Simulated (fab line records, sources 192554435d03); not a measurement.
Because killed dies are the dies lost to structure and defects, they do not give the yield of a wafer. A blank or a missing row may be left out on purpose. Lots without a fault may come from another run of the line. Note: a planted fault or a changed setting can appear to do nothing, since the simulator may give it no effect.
fab line records | flow n5-finfet
record lots=10 wafers=28 last-day=19
route steps=1938 shown SD_EPI_N@289 SD_EPI_P@306 ILD0@338 BEOL_M4@1111 PASSIVATION@1936
lots with no fault: from the same line, run without faults
start-h: hours from the record's first day to the start of the lot's first wafer shown | wait-h: hours elapsed since this lot's preceding step | " as in the row above | L1.1+2: a single row standing in for several wafers | - no value, or no start given | * or withheld: withheld | < > ~ a bound
route shown NAME@n: NAME is a module with steps in the file, n the number in the route of the first one | usual: the fault-free wafers' mean and standard deviation | same: alike in all rows | chamber/n: place in a boat | sites: each site's reading | _std_site: the values' standard deviation | _edge_site: outer sites' mean less inner sites' | radius-mm: for every site, how far away it sits from the centre of the wafer | mask NAME#n: copy n | behind: the last tool/chamber to shape the wafer | hold: reason for holding the lot/hours on hold/outcome of the hold | device: which transistor (n, p or np) failed to switch | end of line: the tests these same wafers got at the end of their route | a step with no rows: only its recipe | killed: dies that structure and defects cost at the first sort, which is not the same as the wafer's yield | map: per-die view of a wafer (x killed, . not killed, _ where there is no die)
set.NAME: the setting that was run; set.NAME@STEP: the one run at that earlier step | model.NAME: the simulator's own value behind a step, which no gauge read
one table for each step of the route and one row for each wafer, over a sample of lots
services: a tool's chamber out of use, with start hour (start-h, from the record's first day; less than 0 if before it), hours out, and reason
## steps
# step N5_SD_EPI_N_EPI_MEAS_23
# recipe mode=xrd
# usual thk-nm=59.1/1.3
# columns lot.wafer tool chamber start-h wait-h thk-nm
L643.1 film-metro-02 - 59.15 1.4 57.9
L643.2 " - " " 58.1
L643.5 " - " " 58.3
L646.1 film-metro-01 - 75.77 1.4 58.3
L646.3 " - " " 59.0
L646.6 " - " " 59.4
L648.3 film-metro-02 - 88.08 0.9 58.5
L648.4 " - " " 58.4
L648.5 " - " " 59.3
L652.2 film-metro-01 - 114.89 2.0 58.1
L652.4 " - " " 59.9
L652.6 " - " " 60.4
L653.3 film-metro-01 - 119.72 0.9 59.5
L653.4 " - " " 58.7
L653.5 " - " " 58.0
L654.3 film-metro-02 - 128.02 1.5 58.3
L654.4 " - " " 60.0
L654.6 " - " " 57.8
L655.1 film-metro-01 - 129.07 1.5 58.5
L655.2 " - " " 57.2
L655.3 " - " " 58.0
L661.1 film-metro-01 - 185.52 1.4 56.9
L661.5 " - " " 57.8
L660.4 film-metro-02 - 193.76 0.6 58.3
L660.5 " - " " 60.6
L660.6 " - " " 58.3
L665.2 film-metro-02 - 201.25 2.0 58.4
L665.3 " - " " 56.7
# step N5_SD_EPI_P_DESCUM_14
# recipe chemistry=O2 time-s=7.9 source-power-w=50 bias-power-w=20 pressure-mtorr=20 rf-frequency-hz=2.712e+07 temp-c=40 resist=CAR-ArF-block o2-flow-sccm=225
# usual drypump-motor-current-A=5.8/0.49 oes-product-au=0.81/0.1 rf-vpp-V=243.3/1.4 showerhead-plenum-p-Torr=2.10/0.07 throttle-valve-pct=20.32/0.28
# columns lot.wafer tool chamber start-h wait-h drypump-motor-current-A oes-product-au rf-hours-counter-h rf-vpp-V showerhead-plenum-p-Torr throttle-valve-pct
L643.1 rie-diel-02 1 60.42 0.0 5.2 0.73 176 240.9 2.00 20.70
L643.2 " 3 " " 6.2 0.71 180 242.4 2.00 20.51
L643.5 " 3 " " 6.2 0.71 - 242.4 2.00 20.51
L646.1 rie-diel-02 1 76.83 0.1 5.2 0.74 182 241.3 1.99 20.72
L646.3 " 3 " " 6.2 0.71 185 241.8 2.00 20.51
L646.6 " 0 " " 5.6 0.69 - 243.0 2.05 20.49
L648.3 rie-diel-03 2 89.58 0.1 5.8 0.77 116 244.1 2.11 20.21
L648.4 " 0 " " 4.9 0.81 108 244.6 2.11 20.10
L648.5 " 1 " " 6.0 0.75 - 245.4 2.17 20.75
L652.2 rie-diel-03 0 115.82 0.0 4.9 0.80 117 243.1 2.11 20.11
L652.4 " 0 " " 4.9 0.81 - 243.0 2.11 20.12
L652.6 " 1 " " 6.0 0.75 - 244.6 2.16 20.77
L653.3 rie-diel-03 2 120.74 0.0 5.8 0.77 126 243.3 2.11 20.23
L653.4 " 3 " " 6.6 1.00 1 245.4 2.14 20.16
L653.5 " 1 " " 6.0 0.75 - 243.3 2.16 20.77
L654.3 rie-diel-01 2 129.06 0.0 5.7 0.90 22 243.7 2.13 20.21
L654.4 " 0 " " 6.4 0.85 86 243.7 2.10 20.04
L654.6 " 0 " " 6.4 0.85 - 242.1 2.10 20.04
L655.1 rie-diel-03 2 129.99 0.0 5.8 0.77 129 242.8 2.10 20.24
L655.2 " 3 " " 6.6 0.98 3 244.4 2.14 20.15
L655.3 " 0 " " 4.9 0.80 121 243.8 2.10 20.12
L661.1 rie-diel-03 0 186.64 0.0 4.9 0.79 139 242.8 2.10 20.16
L661.5 " 3 " " 6.6 0.91 - 242.9 2.13 20.15
L660.4 rie-diel-01 3 194.67 0.0 5.4 0.98 1 244.4 2.07 20.04
L660.5 " 2 " " 5.7 0.86 - 244.8 2.12 20.23
L660.6 " 3 " " 5.4 0.98 - 244.5 2.07 20.05
L665.2 rie-diel-01 2 203.77 0.4 5.7 0.86 47 242.3 2.12 20.25
L665.3 " 3 " " 5.4 0.97 3 241.8 2.07 20.05
# step N5_ILD0_CMP_03
# recipe stop-on=SiNx t-overpolish-s=1.9 post-cmp-clean=alkaline-brush down-force-psi=4.1491 platen-rpm=51.796 pad-velocity-m-s=1.0306 target-thk-nm=197.38
# usual head-pressure-psi=4.149/0.0085 motor-current-A=12.8/1.1 overpolish-run-s=1.901/0.0093 time-to-endpoint-s=70/4
# columns lot.wafer tool chamber start-h wait-h head-pressure-psi motor-current-A overpolish-run-s time-to-endpoint-s
L643.2 cmp-04 3 67.35 0.1 4.149 13.3 1.891 69
L643.1 " 0 " " 4.156 11.1 1.909 71
L643.5 " 3 " " 4.160 13.4 1.898 69
L646.3 cmp-02 3 83.71 0.0 4.145 11.5 1.894 74
L646.1 " 2 " " 4.157 12.6 1.904 68
L646.6 " 3 " " 4.147 11.4 1.896 72
L648.3 cmp-02 3 97.40 0.1 4.138 12.5 1.905 76
L648.4 " 1 " " 4.143 11.3 1.911 69
L648.5 " 2 " " 4.146 13.1 1.897 73
L652.4 cmp-02 1 124.75 0.1 3.200 9.2 1.921 92
L652.2 " 2 " " 4.174 13.0 1.901 73
L652.6 " 0 " " 4.141 14.0 1.907 71
L653.4 cmp-02 1 127.62 0.0 3.192 9.6 1.885 91
L653.3 " 3 " " 4.152 11.4 1.892 73
L653.5 " 1 " " 3.197 9.7 1.900 87
L654.4 cmp-04 1 160.95 0.0 4.150 13.6 1.919 68
L654.3 " 2 " " 4.156 14.3 1.909 64
L654.6 " 2 " " 4.141 14.1 1.890 62
L655.2 cmp-04 0 161.33 0.0 4.158 11.7 1.909 68
L655.1 " 2 " " 4.152 13.9 1.905 63
L655.3 " 3 " " 4.146 12.7 1.897 66
L661.1 cmp-03 0 194.82 0.1 4.154 12.7 1.909 75
L661.5 " 2 " " 4.145 12.0 1.908 76
L660.4 cmp-04 3 202.25 0.1 4.133 12.9 1.897 67
L660.5 " 0 " " 4.153 11.2 1.894 70
L660.6 " 1 " " 4.156 14.0 1.904 71
L665.2 cmp-02 3 211.66 0.1 4.147 11.3 1.905 80
L665.3 " 1 " " 4.155 11.4 1.903 75
# step N5_ILD0_THK_MEAS_13
# usual thk-nm=17.7/1
# columns lot.wafer tool chamber start-h wait-h thk-nm
L643.1 film-metro-02 - 71.66 - 17.9
L643.2 " - " " 16.9
L643.5 " - " " 18.8
L646.1 film-metro-01 - 87.54 - 18.8
L646.3 " - " " 20.4
L646.6 " - " " 20.1
L648.3 film-metro-02 - 101.20 - 17.9
L648.4 " - " " 18.7
L648.5 " - " " 18.7
L652.2 film-metro-02 - 128.51 - 17.6
L652.4 " - " " 19.2
L652.6 " - " " 18.1
L653.3 film-metro-01 - 131.45 - 18.1
L653.4 " - " " 16.8
L653.5 " - " " 17.3
L655.1 film-metro-01 - 165.18 - 16.9
L655.2 " - " " 17.5
L655.3 " - " " 18.4
L654.3 film-metro-01 - 165.44 - 17.3
L654.4 " - " " 17.3
L654.6 " - " " 18.2
L661.1 film-metro-02 - 198.54 - 19.8
L661.5 " - " " 19.2
L660.4 film-metro-01 - 206.38 - 15.8
L660.5 " - " " 16.9
L660.6 " - " " 16.6
L665.2 film-metro-01 - 215.45 - 16.3
L665.3 " - " " 18.6
# step N5_BEOL_M4_RC_MEAS_101
# usual DIBL_N=37.2/2.1 DIBL_P=37.3/2.3 IOFF_N=0.18/0.041 IOFF_P=0.24/0.042 ION_N=680/13 ION_P=466/7.7 SS_N=71.8/0.68 SS_P=73.5/0.66 VT_N=249/3.6 VT_P=-248/3.4
# columns lot.wafer tool chamber start-h wait-h DIBL_N[mV/V] DIBL_P[mV/V] IOFF_N[nA/um] IOFF_P[nA/um] ION_N[uA/um] ION_P[uA/um] SS_N[mV/dec] SS_P[mV/dec] VT_N[mV] VT_P[mV]
L643.1 prober-01 0 185.02 0.0 34.4 34.0 0.15 0.20 677 472 70.9 73.2 249 -249
L643.2 " 0 " " 33.4 33.2 0.13 0.17 665 455 70.7 73.0 250 -254
L643.5 " 0 " " 35.9 36.3 0.18 0.23 684 463 71.7 73.2 245 -247
L646.1 prober-02 0 202.25 0.0 37.4 34.9 0.14 0.19 667 458 71.9 73.1 251 -251
L646.3 " 0 " " 38.0 36.7 0.16 0.21 666 458 71.9 73.1 249 -251
L646.6 " 0 " " 35.2 31.8 0.11 0.15 652 450 70.9 71.9 257 -256
L648.3 prober-02 0 210.05 0.3 34.4 33.7 0.13 0.19 676 468 71.2 73.0 254 -252
L648.4 " 0 " " 35.4 35.4 0.14 0.21 668 460 71.7 72.4 252 -248
L648.5 " 0 " " 35.9 35.8 0.15 0.22 673 464 71.1 73.9 248 -246
L653.3 prober-01 0 229.52 0.5 42.0 39.8 0.26 0.28 686 462 72.7 74.2 242 -247
L653.4 " 0 " " 39.3 37.0 0.19 0.23 676 457 72.1 74.4 249 -248
L653.5 " 0 " " 40.1 38.6 0.23 0.26 709 480 72.5 74.3 243 -243
L652.2 prober-02 0 232.49 0.2 34.7 33.7 0.13 0.19 662 458 70.9 71.9 251 -248
L652.4 " 0 " " 39.6 40.1 0.23 0.33 684 472 72.3 74.6 243 -243
L652.6 " 0 " " 35.5 35.8 0.15 0.24 671 467 71.3 73.0 251 -245
L655.1 prober-02 0 254.97 0.0 40.0 39.4 0.23 0.28 675 465 73.4 73.5 246 -245
L655.2 " 0 " " 37.1 37.3 0.16 0.25 670 464 72.4 72.5 252 -247
L655.3 " 0 " " 36.7 37.1 0.18 0.24 676 463 72.5 73.6 247 -246
L654.3 prober-01 0 262.26 0.5 42.6 43.0 0.30 0.35 715 480 72.6 74.8 241 -246
L654.4 " 0 " " 39.3 38.8 0.20 0.26 678 464 72.6 73.9 249 -251
L654.6 " 0 " " 40.7 41.2 0.24 0.31 700 470 72.9 74.8 244 -248
L661.1 prober-01 0 308.36 0.4 37.3 36.5 0.15 0.20 673 461 71.4 73.8 254 -255
L661.5 " 0 " " 39.4 38.5 0.18 0.23 673 456 72.3 74.2 254 -252
L660.4 prober-01 0 316.76 0.5 36.4 38.7 0.18 0.25 686 472 72.6 73.6 246 -246
L660.5 " 0 " " 36.9 39.7 0.18 0.26 690 480 72.1 73.6 247 -245
L660.6 " 0 " " 35.1 37.1 0.15 0.23 674 469 72.0 73.0 250 -249
L665.2 prober-02 0 336.04 0.2 37.5 36.9 0.18 0.25 675 466 72.0 73.6 251 -249
L665.3 " 0 " " 38.1 37.8 0.20 0.27 677 463 72.2 74.2 248 -245
# step N5_PASSIVATION_PROBE_49
# usual defect-limited-yield=91.0/1.6 killed_at_M0_to_M3=35/11 killed_at_M4_up=14/5.3 killed-at-contacts=13/6.7 killed-at-front-end=41/12 killed-at-other=3.9/2.7 killed-dies=106/19 killed-open=70/14 killed-short=35/8.8 sort_bin_4_leakage=0.01/0.058 sort_bin_5_function=5.3/1 sort_bin_6_memory=3.3/0.81 sort-n-pass=1073/19 sort-yield-pct=91.0/1.6
# same gross-dies=1180 killed-at-back-side=0 sort_bin_8_speed[%]=0
# columns lot.wafer tool chamber start-h wait-h defect-limited-yield[%] killed_at_M0_to_M3 killed_at_M4_up killed-at-contacts killed-at-front-end killed-at-other killed-dies killed-open killed-short sort_bin_4_leakage[%] sort_bin_5_function[%] sort_bin_6_memory[%] sort-n-pass sort-yield-pct[%]
L652.2 prober-01 - 340.01 0.1 92.5 26 12 8 38 4 88 56 30 0 5.0 2.4 1092 92.5
L652.4 prober-01 - 340.11 0.2 93.8 23 7 6 33 4 73 50 23 0 4.3 1.9 1107 93.8
L652.6 prober-01 - 340.21 0.3 92.1 42 6 13 29 3 93 60 33 0 4.0 3.4 1087 92.1
# killed by level:class
L652.2 BEOL_M0_SAQP:geometric-particle:open=14 FIN_SAQP:geometric-particle:open=10 BEOL_M0_SAQP:geometric-particle:short=9 FIN_SAQP:geometric-particle:short=7 STI_FIN_REVEAL:geometric-particle:open=5 MOL_CONTACT_COAG:geometric-particle:open=4 BEOL_M6:geometric-particle:open=4 STARTING-WAFER:geometric-particle:open=4
L652.4 FIN_SAQP:geometric-particle:open=11 BEOL_M2:geometric-particle:open=7 GATE_CUT:geometric-particle:short=6 MOL_CONTACT_COAG:geometric-particle:open=5 BEOL_M0_SAQP:geometric-particle:short=5 BEOL_M0_SAQP:geometric-particle:open=5 BEOL_M1:geometric-particle:open=5 FIN_SAQP:geometric-particle:short=4
L652.6 BEOL_M3:geometric-particle:open=10 MOL_CONTACT_COAG:geometric-particle:open=10 BEOL_M0_SAQP:geometric-particle:open=8 BEOL_M0_SAQP:geometric-particle:short=8 FIN_SAQP:geometric-particle:short=6 BEOL_M1:geometric-particle:open=6 DUMMY_GATE:geometric-particle:open=4 BEOL_M2:geometric-particle:open=4
## services
# columns tool chamber start-h hours kind
cmp-04 - 37.84 1.9 repair
cmp-03 - 41.11 3.1 repair
cmp-03 - 46.41 4.0 pm
rie-diel-01 2 48.74 - clean
rie-diel-01 2 48.74 - consumable-replace:focus-ring
rie-diel-01 2 48.74 18.0 scheduled-down
rie-diel-01 2 48.74 18.0 vent-cycle
rie-diel-03 1 55.48 3.0 repair
cmp-03 - 70.74 0.8 repair
rie-diel-01 1 74.60 31.8 repair
cmp-03 - 76.17 0.2 repair
rie-diel-03 3 108.72 - clean
rie-diel-03 3 108.72 - consumable-replace:focus-ring
cmp-04 - 121.77 4.0 pm
cmp-04 - 125.77 - consumable-replace:conditioner
cmp-04 - 125.77 - consumable-replace:pad
cmp-03 - 143.80 6.4 pm
cmp-04 - 152.37 1.0 repair
cmp-03 - 153.79 1.2 repair
rie-diel-03 2 170.50 10.6 repair
rie-diel-01 3 172.28 - clean
cmp-02 - 185.74 1.9 repair
rie-diel-02 - 186.52 0.8 repair
cmp-03 - 201.22 11.4 pm
## key
first-sign step=N5_ILD0_CMP_03 reading=head-pressure-psi direction=down sigmas=99+ usual=4.149 struck=3.196
effect step=N5_ILD0_CMP_03 reading=time-to-endpoint-s direction=up sigmas=5 usual=* struck=*
met-at N5_ILD0_CMP_03
struck-lots L652,L653
struck-wafers L652.4,L653.4,L653.5
not-acting-at N5_SD_EPI_N_EPI_MEAS_23,N5_SD_EPI_P_DESCUM_14,N5_ILD0_THK_MEAS_13
onset-between 97.40 124.75
fault kind=process-parameter-drift tool=cmp-02 chamber=1 onset-h=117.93 steps=N5_ILD0_CMP_03 channel=down-force-psi offset=-0.96258 shape=step end-h=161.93 acts-in=these-recipes-only stated=4.1491
